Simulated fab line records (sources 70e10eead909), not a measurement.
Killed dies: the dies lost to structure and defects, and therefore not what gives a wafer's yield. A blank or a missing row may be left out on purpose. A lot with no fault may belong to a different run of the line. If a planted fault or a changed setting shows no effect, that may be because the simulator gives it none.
Matching of chambers / flow nand-harc / rie-diel-07 running NHARC_A_M0_DESCUM_14: 4 sister chambers
The step chemistry O2, time 3 s. 20 wafers are shown with their chamber, then 10 later ones without.

== WAFERS WITH THEIR CHAMBER ==
wafer=L078.2; chamber=0; oes-product-au (a.u.)=0.999; rf-vpp-V (V)=57.3; chamber-pressure-mTorr (mTorr)=59.90
wafer=L078.3; chamber=1; oes-product-au (a.u.)=0.996; rf-vpp-V (V)=57.5; chamber-pressure-mTorr (mTorr)=60.08
wafer=L078.6; chamber=3; oes-product-au (a.u.)=1.013; rf-vpp-V (V)=57.3; chamber-pressure-mTorr (mTorr)=59.96
wafer=L081.1; chamber=2; oes-product-au (a.u.)=1.001; rf-vpp-V (V)=59.5; chamber-pressure-mTorr (mTorr)=59.96
wafer=L081.3; chamber=0; oes-product-au (a.u.)=1.011; rf-vpp-V (V)=58.9; chamber-pressure-mTorr (mTorr)=59.97
wafer=L081.6; chamber=0; oes-product-au (a.u.)=1.010; rf-vpp-V (V)=57.6; chamber-pressure-mTorr (mTorr)=60.00
wafer=L085.1; chamber=2; oes-product-au (a.u.)=0.994; rf-vpp-V (V)=56.7; chamber-pressure-mTorr (mTorr)=60.06
wafer=L085.4; chamber=0; oes-product-au (a.u.)=0.996; rf-vpp-V (V)=57.8; chamber-pressure-mTorr (mTorr)=60.09
wafer=L085.6; chamber=1; oes-product-au (a.u.)=0.978; rf-vpp-V (V)=59.3; chamber-pressure-mTorr (mTorr)=59.97
wafer=L086.2; chamber=2; oes-product-au (a.u.)=1.006; rf-vpp-V (V)=58.7; chamber-pressure-mTorr (mTorr)=60.01
wafer=L086.4; chamber=1; oes-product-au (a.u.)=0.996; rf-vpp-V (V)=57.4; chamber-pressure-mTorr (mTorr)=60.01
wafer=L086.5; chamber=2; oes-product-au (a.u.)=1.003; rf-vpp-V (V)=57.0; chamber-pressure-mTorr (mTorr)=60.01
wafer=L087.1; chamber=1; oes-product-au (a.u.)=1.004; rf-vpp-V (V)=57.8; chamber-pressure-mTorr (mTorr)=59.98
wafer=L087.2; chamber=0; oes-product-au (a.u.)=1.008; rf-vpp-V (V)=58.1; chamber-pressure-mTorr (mTorr)=60.01
wafer=L087.4; chamber=2; oes-product-au (a.u.)=1.009; rf-vpp-V (V)=57.8; chamber-pressure-mTorr (mTorr)=60.04
wafer=L093.1; chamber=2; oes-product-au (a.u.)=1.012; rf-vpp-V (V)=58.4; chamber-pressure-mTorr (mTorr)=59.95
wafer=L093.2; chamber=0; oes-product-au (a.u.)=0.998; rf-vpp-V (V)=56.3; chamber-pressure-mTorr (mTorr)=60.00
wafer=L093.5; chamber=2; oes-product-au (a.u.)=1.002; rf-vpp-V (V)=58.5; chamber-pressure-mTorr (mTorr)=60.06
wafer=L091.2; chamber=2; oes-product-au (a.u.)=1.006; rf-vpp-V (V)=60.0; chamber-pressure-mTorr (mTorr)=59.96
wafer=L091.5; chamber=0; oes-product-au (a.u.)=1.007; rf-vpp-V (V)=57.0; chamber-pressure-mTorr (mTorr)=60.09

SIGNATURES (averages over the wafers above)
reading=oes-product-au; chamber 0=1.00414; chamber 1=0.99350; chamber 2=1.00412; chamber 3=1.01300; scatter within a chamber=0.00711
reading=rf-vpp-V; chamber 0=57.571; chamber 1=58.000; chamber 2=58.325; chamber 3=57.300; scatter within a chamber=0.984
reading=chamber-pressure-mTorr; chamber 0=60.0086; chamber 1=60.0100; chamber 2=60.0063; chamber 3=59.9600; scatter within a chamber=0.055
Rule: for each reading, subtract the chamber's mean from the wafer's reading, divide by that reading's scatter and square the result; add these up over the readings and take the root, which gives the wafer's distance from the chamber. If the next closest chamber is less than 2 further off than the closest, the wafer can't be placed; otherwise it belongs to the closest. The scatter: the root of (the sum of the squares of (reading less its chamber's mean) over the shown wafers, divided by (wafers less chambers)).

== WAFERS WITHOUT THEIR CHAMBER ==
wafer=L091.6; oes-product-au (a.u.)=1.019; rf-vpp-V (V)=57.9; chamber-pressure-mTorr (mTorr)=60.05
wafer=L092.2; oes-product-au (a.u.)=1.009; rf-vpp-V (V)=57.1; chamber-pressure-mTorr (mTorr)=59.98
wafer=L092.3; oes-product-au (a.u.)=1.013; rf-vpp-V (V)=57.6; chamber-pressure-mTorr (mTorr)=59.95
wafer=L092.4; oes-product-au (a.u.)=1.005; rf-vpp-V (V)=56.8; chamber-pressure-mTorr (mTorr)=60.04
wafer=L094.2; oes-product-au (a.u.)=1.010; rf-vpp-V (V)=56.3; chamber-pressure-mTorr (mTorr)=59.93
wafer=L094.3; oes-product-au (a.u.)=1.016; rf-vpp-V (V)=58.8; chamber-pressure-mTorr (mTorr)=59.98
wafer=L094.5; oes-product-au (a.u.)=1.003; rf-vpp-V (V)=57.9; chamber-pressure-mTorr (mTorr)=60.11
wafer=L096.1; oes-product-au (a.u.)=0.990; rf-vpp-V (V)=58.8; chamber-pressure-mTorr (mTorr)=60.12
wafer=L096.2; oes-product-au (a.u.)=0.983; rf-vpp-V (V)=57.8; chamber-pressure-mTorr (mTorr)=59.93
wafer=L096.4; oes-product-au (a.u.)=0.997; rf-vpp-V (V)=58.1; chamber-pressure-mTorr (mTorr)=59.93

== THE CHAMBER EACH PASSED THROUGH ==
wafer=L091.6; from the rows above=can't be placed: 3 or 0 or 2 or 1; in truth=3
wafer=L092.2; from the rows above=can't be placed: 3 or 0 or 2 or 1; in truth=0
wafer=L092.3; from the rows above=can't be placed: 3 or 0 or 2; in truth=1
wafer=L092.4; from the rows above=can't be placed: 0 or 2 or 3 or 1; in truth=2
wafer=L094.2; from the rows above=can't be placed: 3 or 0 or 2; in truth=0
wafer=L094.3; from the rows above=can't be placed: 3 or 2 or 0 or 1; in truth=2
wafer=L094.5; from the rows above=can't be placed: 0 or 2 or 1 or 3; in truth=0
wafer=L096.1; from the rows above=can't be placed: 1 or 2 or 0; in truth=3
wafer=L096.2; from the rows above=can't be placed: 1 or 0 or 2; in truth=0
wafer=L096.4; from the rows above=can't be placed: 1 or 2 or 0 or 3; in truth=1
Correct placement for 0 of the 10. Can't be placed from these rows: 10 (the true chamber is among the candidates in 8). 0 placed wrongly.
